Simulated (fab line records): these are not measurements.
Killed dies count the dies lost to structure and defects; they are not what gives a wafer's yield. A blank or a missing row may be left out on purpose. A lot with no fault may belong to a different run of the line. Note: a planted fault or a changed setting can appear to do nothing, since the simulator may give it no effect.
fab line records    flow n5_finfet
record: lots: 6  wafers: 17  last_day: 17
route steps=1938 shown MOL_CONTACT_COAG@596 BEOL_M4@1111 PASSIVATION@1936
lots with no fault: from the same line, run without faults
start_h: start of the lot's first displayed wafer, in hours after the record's first day    wait_h: how many hours have passed since the lot's step before this one    " repeats the value in the row above    L1.1+2: several wafers, shown together as one row    - no value present, or no start provided    * or withheld: withheld    < > ~ a bound
route shown NAME@n: names a module that has steps shown in the file, with the first one's number in the route    usual: mean and standard deviation over wafers with no fault    same: alike in all rows    chamber/n: place in a boat    sites: readings site by site    _std_site: their standard deviation    _edge_site: mean of outer sites minus mean of inner sites    radius_mm: how far each site lies from the wafer's centre    mask NAME#n: copy n    behind: the tool/chamber that last shaped the wafer    hold: cause of the lot's hold/its duration in hours/its outcome    device: which transistor (n, p or np) failed to switch    end of line: the route-end tests of the same wafers    a step given without rows: its recipe and nothing more    killed: count of dies lost to structure and defects at first sort (not the wafer's yield)    map: a wafer's dies, x killed, . not, _ none there
set.NAME: the run value of the setting; set.NAME@STEP: its run value at that earlier step    model.NAME: the simulator's own value behind a step, which no gauge read
certain route steps with their lots: each step a table, each wafer a row
services: the hour from which a tool's chamber was out of use, counted from the record's first day as start_h (under 0 if before that day), plus the number of hours and why
== steps ==
step: N5_MOL_CONTACT_COAG_COAT_34
recipe: resist: CAR-EUV  spin_rpm: 1500  resist_thk_nm: 40
step: N5_MOL_CONTACT_COAG_EBR_36
recipe: solvent: PGMEA  ebr_width_mm: 1.5
step: N5_MOL_CONTACT_COAG_SOFTBAKE_35
recipe: temp_c: 110  time_s: 60  resist: CAR-EUV
step: N5_MOL_CONTACT_COAG_EXPOSE_37
recipe: mask_id: VD  na: 0.33  source_shape: annular  sigma_inner: 0.3  sigma_outer: 0.7  polarization: unpolarized  defocus_nm: 0  dose_mj: 62
step: N5_MOL_CONTACT_COAG_PEB_38
recipe: peb_temp_c: 100  peb_time_s: 60  resist: CAR-EUV
step: N5_MOL_CONTACT_COAG_DEVELOP_39
recipe: develop_time_s: 30  developer: TMAH  resist: CAR-EUV  rinse_liquid: surfactant_rinse  dry: air_spin  dev_temp_c: 23
step: N5_MOL_CONTACT_COAG_CD_MEAS_40
recipe: target_cd_nm: 25.1  landing_energy_ev: 500  detector: se_inlens  polarity: opening
usual: cd_nm: 25.11/0.23
lot.wafer  tool       chamber  start_h  wait_h  cd_nm
L589.2     cd_sem-01  0        102.65   -       24.99
L589.4     "          0        "        "       25.18
L589.5     "          0        "        "       25.09
L596.1     cd_sem-03  0        145.38   -       25.49
L596.2     "          0        "        "       25.05
L596.4     "          0        "        "       25.19
L602.2     cd_sem-01  0        182.89   -       25.03
L602.3     "          0        "        "       25.11
L602.4     "          0        "        "       24.90
L603.1     cd_sem-02  0        186.53   -       25.49
L603.4     "          0        "        "       25.32
L608.1     cd_sem-02  0        211.71   -       25.47
L608.3     "          0        "        "       25.33
L608.4     "          0        "        "       24.94
L612.3     cd_sem-01  0        237.11   -       24.53
L612.4     "          0        "        "       24.84
L612.6     "          0        "        "       25.10
step: N5_MOL_CONTACT_COAG_OVL_MEAS_41
recipe: points_per_wafer: 522
usual: VD_OVL: 0.3/0.62
lot.wafer  tool        chamber  start_h  wait_h  VD_OVL[nm]
L589.2     overlay-01  0        102.69   0.0     -0.1
L589.4     "           0        "        "       1.0
L589.5     "           0        "        "       0.4
L596.1     overlay-01  0        145.42   0.0     -0.6
L596.2     "           0        "        "       -0.6
L596.4     "           0        "        "       0.2
L602.2     overlay-02  0        182.93   0.0     -0.1
L602.3     "           0        "        "       -0.3
L602.4     "           0        "        "       -0.3
L603.1     overlay-01  0        186.56   0.0     0.5
L603.4     "           0        "        "       0.4
L608.1     overlay-01  0        211.74   0.0     0.8
L608.3     "           0        "        "       1.4
L608.4     "           0        "        "       0.9
L612.3     overlay-02  0        237.15   0.0     -0.5
L612.4     "           0        "        "       -0.5
L612.6     "           0        "        "       0.7
step: N5_MOL_CONTACT_COAG_INSPECT_42
recipe: mode: adi  inspect_instrument: brightfield
usual: raw_defect_count: 184/51
lot.wafer  tool               chamber  start_h  wait_h  raw_defect_count
L589.2     defect_inspect-01  -        102.74   0.0     113
L589.4     "                  -        "        "       116
L589.5     "                  -        "        "       136
L596.1     defect_inspect-02  -        145.47   0.1     80
L596.2     "                  -        "        "       164
L596.4     "                  -        "        "       167
L602.2     defect_inspect-02  -        182.98   0.0     308
L602.3     "                  -        "        "       216
L602.4     "                  -        "        "       231
L603.1     defect_inspect-01  -        186.61   0.1     112
L603.4     "                  -        "        "       158
L608.1     defect_inspect-02  -        211.80   0.1     153
L608.3     "                  -        "        "       183
L608.4     "                  -        "        "       168
L612.3     defect_inspect-02  -        237.19   0.0     212
L612.4     "                  -        "        "       156
L612.6     "                  -        "        "       147
step: N5_MOL_CONTACT_COAG_DESCUM_45
recipe: chemistry: O2  time_s: 7  source_power_w: 50  bias_power_w: 20  pressure_mtorr: 20  rf_frequency_hz: 2.712e+07  temp_c: 40  resist: CAR-EUV  o2_flow_sccm: 225
usual: drypump_motor_current_A: 5.7/0.38  oes_product_au: 0.79/0.092  rf_vpp_V: 242.9/1.2  showerhead_plenum_p_Torr: 2.08/0.066  throttle_valve_pct: 20.42/0.19
lot.wafer  tool         chamber  start_h  wait_h  drypump_motor_current_A  oes_product_au  rf_hours_counter_h  rf_vpp_V  showerhead_plenum_p_Torr  throttle_valve_pct
L589.2     rie_diel-06  0        103.07   0.3     5.0                      0.72            204                 245.1     2.19                      20.74
L589.4     "            2        "        "       5.6                      0.69            -                   241.3     1.98                      20.44
L589.5     "            1        "        "       5.4                      0.79            -                   244.1     2.10                      20.08
L596.1     rie_diel-03  0        145.90   0.4     6.1                      0.82            91                  242.7     2.04                      20.53
L596.2     "            2        "        "       6.2                      0.74            157                 241.3     2.01                      20.47
L596.4     "            3        "        "       5.6                      0.93            -                   242.1     2.04                      20.30
L602.2     rie_diel-05  3        183.01   0.0     5.2                      0.92            16                  243.1     2.05                      20.48
L602.3     "            1        "        "       5.2                      0.72            189                 242.5     2.08                      20.44
L602.4     "            0        "        "       5.7                      0.71            -                   243.3     2.07                      20.47
L603.1     rie_diel-03  2        186.66   0.0     6.2                      0.73            174                 243.5     2.01                      20.49
L603.4     "            1        "        "       5.3                      0.96            12                  243.7     2.17                      20.59
L608.1     rie_diel-03  0        211.88   0.1     6.1                      0.79            115                 241.6     2.03                      20.57
L608.3     "            3        "        "       5.6                      0.87            54                  242.4     2.04                      20.33
L608.4     "            1        "        "       5.3                      0.94            21                  241.8     2.16                      20.59
L612.3     rie_diel-03  2        237.23   0.0     6.2                      0.71            193                 242.0     2.00                      20.53
L612.4     "            1        "        "       5.3                      0.92            30                  244.3     2.16                      20.62
L612.6     "            3        "        "       5.6                      0.86            -                   241.8     2.03                      20.34
step: N5_MOL_CONTACT_COAG_ETCH_65
recipe: chemistry: N2/H2  target: underlayer  target_depth_a: 130  mask_material: CAR-EUV  time_s: 10.4  ion_energy_ev: 200  pressure_mtorr: 30  source_w: 840  bias_w: 150  n2_flow_sccm: 200  h2_flow_sccm: 200  ends: cleared
usual: drypump_motor_current_A: 5.7/0.38  etch_rf_on_time_s: 10.24/0.23  oes_product_au: 0.68/0.075  rf_vpp_V: 523.2/2.3  showerhead_plenum_p_Torr: 2.52/0.075  throttle_valve_pct: 17.81/0.2
lot.wafer  tool         chamber  start_h  wait_h  drypump_motor_current_A  etch_rf_on_time_s  oes_product_au  rf_hours_counter_h  rf_vpp_V  showerhead_plenum_p_Torr  throttle_valve_pct
L589.2     rie_diel-06  0        103.10   0.0     5.0                      10.68              0.61            204                 525.5     2.62                      18.01
L589.4     "            2        "        "       5.7                      10.84              0.58            -                   518.7     2.41                      17.87
L589.5     "            1        "        "       5.4                      10.30              0.69            -                   525.4     2.55                      17.38
L596.1     rie_diel-03  0        145.93   0.0     6.1                      9.92               0.72            91                  521.5     2.45                      17.69
L596.2     "            2        "        "       6.2                      9.84               0.65            157                 520.7     2.45                      18.00
L596.4     "            3        "        "       5.6                      10.13              0.79            -                   522.6     2.49                      17.73
L602.2     rie_diel-05  3        183.05   0.0     5.2                      9.91               0.79            16                  522.1     2.49                      17.89
L602.3     "            1        "        "       5.2                      10.36              0.62            189                 524.0     2.53                      17.95
L602.4     "            0        "        "       5.7                      10.12              0.62            -                   522.9     2.52                      17.86
L603.1     rie_diel-03  2        186.69   0.0     6.2                      10.11              0.64            174                 520.3     2.44                      18.03
L603.4     "            1        "        "       5.3                      10.08              0.83            12                  525.5     2.60                      17.89
L608.1     rie_diel-03  0        211.91   0.0     6.1                      10.14              0.69            115                 520.2     2.44                      17.74
L608.3     "            3        "        "       5.6                      10.38              0.73            54                  523.8     2.48                      17.75
L608.4     "            1        "        "       5.3                      10.05              0.81            21                  525.8     2.60                      17.93
L612.3     rie_diel-03  2        237.26   0.0     6.2                      9.85               0.63            193                 520.0     2.43                      18.06
L612.4     "            1        "        "       5.3                      10.05              0.80            30                  524.5     2.60                      17.94
L612.6     "            3        "        "       5.6                      10.25              0.74            -                   521.3     2.47                      17.76
step: N5_MOL_CONTACT_COAG_ETCH_66
recipe: chemistry: CF4  target: SiARC  target_depth_a: 130  mask_material: CAR-EUV  time_s: 21.7  ion_energy_ev: 80  pressure_mtorr: 40  source_w: 545  bias_w: 36  Ar_flow_sccm: 100  cf4_flow_sccm: 100  ends: cleared
usual: drypump_motor_current_A: 5.7/0.38  etch_rf_on_time_s: 21.4/0.44  mfc_ar_sccm: 100.00/0.29  oes_product_au: 0.68/0.074  rf_vpp_V: 183.9/1.1  showerhead_plenum_p_Torr: 2.12/0.062  throttle_valve_pct: 15.57/0.16
lot.wafer  tool         chamber  start_h  wait_h  drypump_motor_current_A  etch_rf_on_time_s  mfc_ar_sccm  oes_product_au  rf_hours_counter_h  rf_vpp_V  showerhead_plenum_p_Torr  throttle_valve_pct
L589.2     rie_diel-06  0        103.12   0.0     5.0                      22.2               99.96        0.61            204                 185.1     2.21                      15.77
L589.4     "            2        "        "       5.6                      22.3               100.10       0.59            -                   182.7     2.03                      15.73
L589.5     "            1        "        "       5.4                      21.5               99.89        0.68            -                   184.1     2.15                      15.29
L596.1     rie_diel-03  0        145.95   0.0     6.1                      21.0               100.29       0.71            91                  182.0     2.08                      15.59
L596.2     "            2        "        "       6.2                      20.8               100.19       0.65            157                 184.3     2.05                      15.59
L596.4     "            3        "        "       5.6                      21.4               99.69        0.78            -                   183.5     2.10                      15.45
L602.2     rie_diel-05  3        183.07   0.0     5.2                      20.8               99.90        0.78            16                  184.4     2.10                      15.57
L602.3     "            1        "        "       5.2                      21.9               99.69        0.62            189                 184.1     2.12                      15.66
L602.4     "            0        "        "       5.7                      21.1               100.45       0.62            -                   183.6     2.12                      15.71
L603.1     rie_diel-03  2        186.71   0.0     6.1                      21.2               100.31       0.64            174                 182.5     2.04                      15.63
L603.4     "            1        "        "       5.3                      21.2               99.26        0.82            12                  185.0     2.19                      15.53
L608.1     rie_diel-03  0        211.93   0.0     6.1                      21.2               99.99        0.68            115                 183.2     2.07                      15.65
L608.3     "            3        "        "       5.6                      21.9               100.77       0.74            54                  183.5     2.09                      15.49
L608.4     "            1        "        "       5.3                      21.1               99.76        0.80            21                  184.5     2.18                      15.55
L612.3     rie_diel-03  2        237.28   0.0     6.1                      20.8               99.75        0.63            193                 184.2     2.04                      15.66
L612.4     "            1        "        "       5.3                      21.2               100.32       0.78            30                  183.9     2.18                      15.56
L612.6     "            3        "        "       5.6                      21.5               99.93        0.73            -                   182.5     2.09                      15.52
step: N5_MOL_CONTACT_COAG_ALD_133
recipe: material: SiO2  target_thk_a: 50  temp_c: 100  ald_precursor_family: BDEAS  ald_co_reactant: O2-plasma  pulse_time_s: 1  co_reactant_pulse_time_s: 1  purge_time_s: 2  co_reactant_purge_time_s: 2  ald_cycles: 35  pressure_torr: 2
usual: ald_cycles: 35/0  heater_power_w: 75/6.6  precursor_pulse_height_rel: 1.001/0.02  susceptor_temp_C: 99.98/0.13
lot.wafer  tool        chamber  start_h  wait_h  ald_cycles  heater_power_w  precursor_pulse_height_rel  susceptor_temp_C  model.SiO2_of_MOL_CONTACT_COAG_ALD_133.thk_nm
L589.2     ald_sin-01  1        103.20   0.1     35          71              0.964                       100.12            5
L589.4     "           2        "        "       35          78              0.982                       99.84             5
L589.5     "           0        "        "       35          74              0.991                       100.24            5
L596.1     ald_sin-04  1        146.03   0.1     35          77              0.968                       99.97             5
L596.2     "           0        "        "       35          65              1.027                       99.91             5
L596.4     "           2        "        "       35          62              1.044                       100.25            5
L602.2     ald_sin-04  2        183.65   0.6     32          60              1.015                       -                 4.6
L602.3     "           0        "        "       35          67              1.006                       100.04            5
L602.4     "           3        "        "       35          76              1.014                       100.11            5
L603.1     ald_sin-04  3        186.79   0.1     32          78              1.001                       -                 4.6
L603.4     "           1        "        "       35          78              1.032                       99.88             5
L608.1     ald_sin-01  0        212.01   0.1     35          76              1.055                       99.92             5
L608.3     "           2        "        "       35          80              0.981                       99.91             5
L608.4     "           3        "        "       35          82              0.987                       99.98             5
L612.3     ald_sin-02  3        237.51   0.2     35          68              0.999                       100.05            5
L612.4     "           0        "        "       35          83              1.017                       100.03            5
L612.6     "           2        "        "       35          79              0.990                       99.99             5
step: N5_MOL_CONTACT_COAG_ETCHBACK_134
recipe: chemistry: CHF3  target: SiO2  target_depth_a: 100  time_s: 6.7  ion_energy_ev: 200  pressure_mtorr: 30  source_w: 610  bias_w: 170  Ar_flow_sccm: 200  CHF3_flow_sccm: 50
usual: CHF3_flow_sccm: 49.99/0.15  drypump_motor_current_A: 5.6/0.38  mfc_ar_sccm: 200.0/0.65  oes_product_au: 0.79/0.088  rf_vpp_V: 526/10  showerhead_plenum_p_Torr: 2.37/0.066  throttle_valve_pct: 18.70/0.17
lot.wafer  tool         chamber  start_h  wait_h  CHF3_flow_sccm  drypump_motor_current_A  mfc_ar_sccm  oes_product_au  rf_hours_counter_h  rf_vpp_V  showerhead_plenum_p_Torr  throttle_valve_pct
L589.2     rie_diel-03  2        103.49   0.2     50.00           6.2                      200.8        0.76            139                 522       2.29                      18.69
L589.4     "            3        "        "       49.88           5.6                      200.7        0.95            10                  527       2.34                      18.59
L589.5     "            2        "        "       49.84           6.3                      200.3        0.77            -                   522       2.29                      18.68
L596.1     rie_diel-05  2        146.21   0.1     49.86           5.7                      200.0        0.75            178                 540       2.48                      18.43
L596.2     "            3        "        "       50.09           5.2                      199.1        0.98            2                   534       2.35                      18.79
L596.4     "            0        "        "       49.93           5.7                      199.8        0.72            183                 505       2.37                      18.80
L602.2     rie_diel-03  2        183.92   0.2     49.93           6.2                      200.3        0.74            172                 522       2.28                      18.75
L602.3     "            1        "        "       49.83           5.3                      200.0        0.97            10                  542       2.43                      18.66
L602.4     "            0        "        "       50.01           6.1                      199.5        0.81            105                 523       2.31                      18.76
L603.1     rie_diel-05  2        186.97   0.1     49.82           5.6                      200.9        0.75            188                 539       2.48                      18.44
L603.4     "            0        "        "       50.11           5.7                      199.7        0.72            195                 507       2.36                      18.82
L608.1     rie_diel-03  2        212.19   0.1     50.13           6.2                      201.1        0.74            183                 523       2.27                      18.76
L608.3     "            1        "        "       50.12           5.3                      199.4        0.93            21                  539       2.42                      18.66
L608.4     "            0        "        "       50.17           6.1                      200.5        0.81            115                 522       2.31                      18.79
L612.3     rie_diel-03  2        237.76   0.2     49.90           6.2                      201.0        0.72            193                 522       2.27                      18.77
L612.4     "            0        "        "       49.79           6.1                      199.4        0.78            123                 521       2.30                      18.78
L612.6     "            3        "        "       50.05           5.6                      200.6        0.85            -                   530       2.32                      18.68
step: N5_BEOL_M4_RC_MEAS_101
usual: DIBL_N: 35.8/1.8  DIBL_P: 35.6/2  IOFF_N: 0.148/0.028  IOFF_P: 0.20/0.034  ION_N: 672/12  ION_P: 462/8.5  SS_N: 71.2/0.65  SS_P: 73.1/0.67  VT_N: 251/3.3  VT_P: -251/3.8
lot.wafer  tool       chamber  start_h  wait_h  DIBL_N[mV/V]  DIBL_P[mV/V]  IOFF_N[nA/um]  IOFF_P[nA/um]  ION_N[uA/um]  ION_P[uA/um]  SS_N[mV/dec]  SS_P[mV/dec]  VT_N[mV]  VT_P[mV]
L589.2     prober-02  0        159.32   0.2     32.9          34.5          0.131          0.15           678           454           70.7          72.3          253       -257
L589.4     "          0        "        "       35.3          36.7          0.157          0.18           682           457           72.1          72.9          251       -256
L589.5     "          0        "        "       32.1          33.1          0.114          0.14           654           446           71.1          72.3          255       -258
L596.1     prober-01  0        202.10   0.0     39.4          37.9          0.207          0.27           693           484           71.9          74.3          244       -243
L596.2     "          0        "        "       36.9          35.3          0.155          0.22           672           468           71.6          73.5          251       -246
L596.4     "          0        "        "       36.8          36.0          0.171          0.24           689           481           71.8          72.6          246       -244
L603.1     prober-01  0        244.70   0.0     33.6          33.7          0.123          0.17           668           458           71.1          72.9          253       -252
L603.4     "          0        "        "       33.3          32.5          0.119          0.18           658           459           70.8          72.1          253       -251
L602.2     prober-02  0        247.29   0.2     37.1          34.5          0.157          0.23           663           457           72.2          73.5          252       -246
L602.3     "          0        "        "       35.9          34.3          0.142          0.22           660           462           72.0          72.5          252       -248
L602.4     "          0        "        "       39.8          38.4          0.235          0.31           694           472           73.0          74.0          245       -246
L608.1     prober-02  0        273.76   0.0     34.3          33.8          0.113          0.16           658           452           70.9          72.3          258       -257
L608.3     "          0        "        "       33.6          33.0          0.107          0.14           659           453           70.2          71.4          256       -256
L608.4     "          0        "        "       38.4          39.4          0.190          0.24           689           467           71.5          73.6          249       -251
L612.3     prober-02  0        311.02   0.3     34.3          34.4          0.142          0.20           690           471           70.7          72.1          253       -250
L612.4     "          0        "        "       37.9          38.2          0.200          0.25           686           472           71.2          73.8          247       -247
L612.6     "          0        "        "       38.1          38.1          0.214          0.26           705           481           71.2          72.8          243       -244
step: N5_PASSIVATION_PROBE_49
usual: defect_limited_yield: 91.3/1.5  killed_at_M0_to_M3: 34/11  killed_at_M4_up: 14/6.1  killed_at_contacts: 12/5.9  killed_at_front_end: 39/11  killed_at_other: 4/3.3  killed_dies: 102/18  killed_open: 67/13  killed_short: 33/7.9  sort_bin_5_function: 5.1/1  sort_bin_6_memory: 3.3/0.7  sort_n_pass: 1077/19  sort_yield_pct: 91.3/1.6
same: gross_dies: 1180  killed_at_back_side: 0  sort_bin_4_leakage[%]: 0  sort_bin_8_speed[%]: 0
lot.wafer  tool       chamber  start_h  wait_h  defect_limited_yield[%]  killed_at_M0_to_M3  killed_at_M4_up  killed_at_contacts  killed_at_front_end  killed_at_other  killed_dies  killed_open  killed_short  sort_bin_5_function[%]  sort_bin_6_memory[%]  sort_n_pass  sort_yield_pct[%]
L596.1     prober-01  -        298.42   0.0     91.5                     27                  22               7                   40                   4                100          71           27            4.3                     3.8                   1080         91.5
L596.2     prober-01  -        298.47   0.1     92.2                     12                  17               10                  51                   2                92           67           21            4.1                     3.1                   1088         92.2
L596.4     prober-01  -        298.57   0.2     89.8                     21                  25               11                  61                   2                120          82           37            5.9                     3.8                   1060         89.8
L603.1     prober-01  -        343.61   0.0     92.4                     30                  19               8                   30                   3                90           59           27            4.4                     3.0                   1090         92.4
L603.4     prober-01  -        343.76   0.2     90.6                     35                  20               11                  39                   6                111          74           37            5.5                     3.6                   1069         90.6
L608.1     prober-01  -        382.61   0.0     89.5                     55                  17               7                   40                   5                124          93           29            7.5                     2.8                   1056         89.5
L608.3     prober-01  -        382.71   0.1     89.2                     50                  14               17                  44                   2                127          80           45            7.3                     3.4                   1053         89.2
L608.4     prober-01  -        382.76   0.2     93.4                     19                  16               9                   31                   3                78           54           21            4.0                     2.4                   1102         93.4
killed by level:class
L596.1 BEOL_M3:geometric_particle:open=11 FIN_SAQP:geometric_particle:open=10 STI_FIN_REVEAL:geometric_particle:open=8 BEOL_M1:geometric_particle:open=8 FIN_SAQP:geometric_particle:short=7 MOL_CONTACT_COAG:geometric_particle:open=6 STI_FIN_REVEAL:geometric_particle:short=5 BEOL_M2:geometric_particle:open=5
L596.2 FIN_SAQP:geometric_particle:open=21 MOL_CONTACT_COAG:geometric_particle:open=9 STI_FIN_REVEAL:geometric_particle:open=7 FIN_SAQP:geometric_particle:short=5 BEOL_M1:geometric_particle:open=5 BEOL_M4:geometric_particle:open=5 HKMG_FIN:area_etch=4 STI_FIN_REVEAL:geometric_particle:short=3
L596.4 STI_FIN_REVEAL:geometric_particle:open=19 FIN_SAQP:geometric_particle:open=16 MOL_CONTACT_COAG:geometric_particle:open=10 BEOL_M4:geometric_particle:open=9 FIN_SAQP:geometric_particle:short=8 BEOL_M1:geometric_particle:open=8 BEOL_M5:geometric_particle:open=5 STI_FIN_REVEAL:geometric_particle:short=4
L603.1 BEOL_M4:geometric_particle:open=10 BEOL_M0_SAQP:geometric_particle:short=9 FIN_SAQP:geometric_particle:open=8 MOL_CONTACT_COAG:geometric_particle:open=8 BEOL_M0_SAQP:geometric_particle:open=7 STI_FIN_REVEAL:geometric_particle:open=5 BEOL_M3:geometric_particle:open=5 FIN_SAQP:geometric_particle:short=3
L603.4 FIN_SAQP:geometric_particle:open=11 BEOL_M3:geometric_particle:open=11 BEOL_M0_SAQP:geometric_particle:short=9 MOL_CONTACT_COAG:geometric_particle:open=9 FIN_SAQP:geometric_particle:short=8 BEOL_M0_SAQP:geometric_particle:open=8 BEOL_M4:geometric_particle:open=6 BEOL_M5:geometric_particle:open=5
L608.1 BEOL_M3:geometric_particle:open=29 BEOL_M2:geometric_particle:open=11 FIN_SAQP:geometric_particle:short=7 STI_FIN_REVEAL:geometric_particle:open=7 DUMMY_GATE:geometric_particle:open=6 MOL_CONTACT_COAG:geometric_particle:open=6 STARTING-WAFER:geometric_particle:open=5 BEOL_M1:geometric_particle:open=5
L608.3 MOL_CONTACT_COAG:geometric_particle:open=15 FIN_SAQP:geometric_particle:short=12 BEOL_M1:geometric_particle:open=11 BEOL_M0_SAQP:geometric_particle:open=9 BEOL_M4:geometric_particle:open=9 DUMMY_GATE:geometric_particle:open=8 BEOL_M2:geometric_particle:open=8 BEOL_M0_SAQP:geometric_particle:short=7
L608.4 MOL_CONTACT_COAG:geometric_particle:open=8 FIN_SAQP:geometric_particle:open=7 BEOL_M2:geometric_particle:open=7 FIN_SAQP:geometric_particle:short=6 STI_FIN_REVEAL:geometric_particle:open=6 DUMMY_GATE:geometric_particle:open=5 BEOL_M2:geometric_particle:short=3 BEOL_M4:geometric_particle:open=3
== services ==
tool         chamber  start_h  hours  kind
rie_diel-06  3        94.68    12.9   repair
rie_diel-03  1        121.14   -      clean
rie_diel-03  1        121.14   -      consumable_replace:focus_ring
rie_diel-03  1        121.14   33.9   scheduled_down
rie_diel-03  1        121.14   33.9   vent_cycle
rie_diel-05  3        128.67   -      clean
rie_diel-05  3        128.67   -      consumable_replace:focus_ring
rie_diel-05  3        128.67   11.6   scheduled_down
rie_diel-05  3        128.67   11.6   vent_cycle
ald_sin-02   0        151.45   4.1    repair
rie_diel-06  2        158.01   -      clean
rie_diel-06  2        158.01   -      consumable_replace:focus_ring
rie_diel-06  2        158.01   -      consumable_replace:showerhead
rie_diel-06  2        158.01   24.5   scheduled_down
rie_diel-06  2        158.01   24.5   vent_cycle
rie_diel-05  2        169.34   16.3   repair
rie_diel-05  0        170.33   5.8    repair
ald_sin-02   1        171.39   20.0   repair
ald_sin-01   1        173.81   11.8   repair
ald_sin-02   -        177.03   14.0   pm
rie_diel-06  0        219.61   -      clean
rie_diel-06  0        219.61   -      consumable_replace:focus_ring
rie_diel-03  0        223.19   7.0    repair
ald_sin-01   -        237.60   6.0    pm
== key ==
first_sign: step: N5_MOL_CONTACT_COAG_ALD_133  reading: ald_cycles  direction: down  sigmas: 99+  usual: *  struck: *
effect none on later readings
model_effect: step: N5_MOL_CONTACT_COAG_ALD_133  value: SiO2_of_MOL_CONTACT_COAG_ALD_133.thk_nm  without: 5  struck: 4.6
met_at N5_MOL_CONTACT_COAG_ALD_133
struck_wafers L602.2,L603.1
onset_between 146.03 183.65
fault: kind: process_parameter_drift  tool: ald_sin-04  chamber: -  onset_h: 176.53  steps: N5_MOL_CONTACT_COAG_ALD_133  channel: ald_cycles  offset: *  shape: step  end_h: 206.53  scope: struck_wafers_only  acts_in: *  stated: *
